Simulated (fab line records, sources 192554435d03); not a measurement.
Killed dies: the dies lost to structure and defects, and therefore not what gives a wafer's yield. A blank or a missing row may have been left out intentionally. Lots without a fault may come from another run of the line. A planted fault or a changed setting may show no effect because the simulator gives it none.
A struck lot beside a sound one	flow n5Finfet	15 out of 1938 route steps
Sound: wafers L158.1, L158.4, L158.6. Struck: wafer L153.4. (L153.1, L153.2 of the same lot were not struck and are left out.) The cause comes at the end.
At each step with rows: each side's tool, then ch and its chambers, then its first start. Under that, the readings that differ: sound wafers	struck wafers	difference of the means	sigmas: that difference in standard deviations of wafers without a fault.
alike: words and numbers the same on both sides, and readings whose means are apart by under 2 such deviations; not compared: readings that were withheld, readings missing a value for some wafer, numbers with overlapping values and no deviation given by the record, and bounds like >300 which may hide the same value.
A row with sigmas, a row that says differs or no value, or rows on one side alone: a step with any of these is where the two part. When numbers do not overlap yet have no deviation, they are printed without sigmas and do not part them. A reading that every wafer of one side lacks parts them only if that side has two wafers or more.

first, 3 steps without rows for these wafers: N5_HKMG_FIN_STRIP_33 (strips in N2/H2); N5_HKMG_FIN_STRIP_34 (strips in CF4); N5_HKMG_FIN_ETCH_35 (etches SOC in N2/H2, target depth 215.8 nm, time 243.4 s).
N5_HKMG_FIN_STRIP_92: strips SOC in N2/H2, time 20 s.
  sound on rieDiel-04 ch 0,1,2, day 7 13:26; struck on rieDiel-01 ch 2, day 6 03:35
reading	sound	struck	difference	sigmas
drypumpMotorCurrentA (A)	6.0 6.1 6.8	5.1	-1.2	-2
  alike: oesProductAu, rfVppV, showerheadPlenumPTorr, throttleValvePct
  not compared: rfHoursCounterH
then, 1 step without rows for these wafers: N5_HKMG_FIN_WET_ETCH_18 (etches TiN in SC1, time 55 s, target depth 5.2 nm, rinse time 30 s).
N5_HKMG_FIN_STRIP_19: strips in N2/H2, time 360 s.
  sound on plasmaAsher-02 ch 0,1, day 7 13:35; struck on plasmaAsher-02 ch 0, day 6 03:43
  alike: drypumpMotorCurrentA, heaterPowerW
  not compared: rfHoursCounterH
then, 2 steps without rows for these wafers: N5_HKMG_FIN_ALD_91 (deposits TiN, target thk 1 nm, pulse time 1 s, purge time 3 s); N5_HKMG_FIN_COAT_85 (time 60 s, resist thk 300 nm).
N5_HKMG_FIN_ETCH_86: etches SOC in N2/H2, stops on TiN, target depth 393.2 nm.
  sound on rieDiel-01 ch 1,3, day 7 14:19; struck on rieDiel-02 ch 2, day 6 04:26
  alike: drypumpMotorCurrentA, oesProductAu, rfVppV, showerheadPlenumPTorr, throttleValvePct
  not compared: rfHoursCounterH
then, 2 steps without rows for these wafers: N5_HKMG_FIN_STRIP_89 (strips SOC in N2/H2, time 20 s); N5_HKMG_FIN_WET_ETCH_87 (etches TiN in SC1, time 154.2 s, target depth 4.7 nm, rinse time 30 s).
N5_HKMG_FIN_STRIP_88: strips in N2/H2, time 360 s.
  sound on plasmaAsher-01 ch 0,1, day 7 14:34; struck on plasmaAsher-01 ch 0, day 6 04:41
  alike: drypumpMotorCurrentA, heaterPowerW
  not compared: rfHoursCounterH
N5_HKMG_FIN_NWFM_ALD_20: deposits TiAlC, target thk 2 nm, pulse time 3 s, purge time 2 s.
  sound on aldMetal-01 ch 0,2,3, day 7 14:57; struck on aldMetal-02 ch 2, day 6 05:05
reading	sound	struck	difference	sigmas
coReactantPulseTimeS (s)	10 10 10	10.861	+0.861	
  alike: heaterPowerW, precursorPulseHeightRel
N5_HKMG_FIN_ALD_71: deposits TiN, target thk 1 nm, pulse time 1 s, purge time 3 s.
  sound on aldMetal-01 ch 0,2,3, day 7 15:03; struck on aldMetal-02 ch 2, day 6 05:11
  alike: heaterPowerW, precursorPulseHeightRel
  not compared: coReactantPulseTimeS
-- a jump in the record: the struck wafers' starts before and after are 4 days apart (it breaks off in module HKMG_FIN and resumes in module BEOL_M4, where the first step shown is number 1111 of the route) --
N5_BEOL_M4_RC_MEAS_101:
  sound on prober-02 ch 0, day 11 12:01; struck on prober-02 ch 0, day 9 22:53
  alike: DIBL_N, DIBL_P, IOFF_N, IOFF_P, ION_N, ION_P, SS_N, SS_P, VT_N, VT_P

WHERE THEY PART
Within this record, at N5_HKMG_FIN_STRIP_92 only. Later steps at which nothing parts them and some readings are alike: N5_HKMG_FIN_STRIP_19, N5_HKMG_FIN_ETCH_86, N5_HKMG_FIN_STRIP_88, N5_HKMG_FIN_NWFM_ALD_20, N5_HKMG_FIN_ALD_71, N5_BEOL_M4_RC_MEAS_101.

WHY: whatever the simulator had introduced
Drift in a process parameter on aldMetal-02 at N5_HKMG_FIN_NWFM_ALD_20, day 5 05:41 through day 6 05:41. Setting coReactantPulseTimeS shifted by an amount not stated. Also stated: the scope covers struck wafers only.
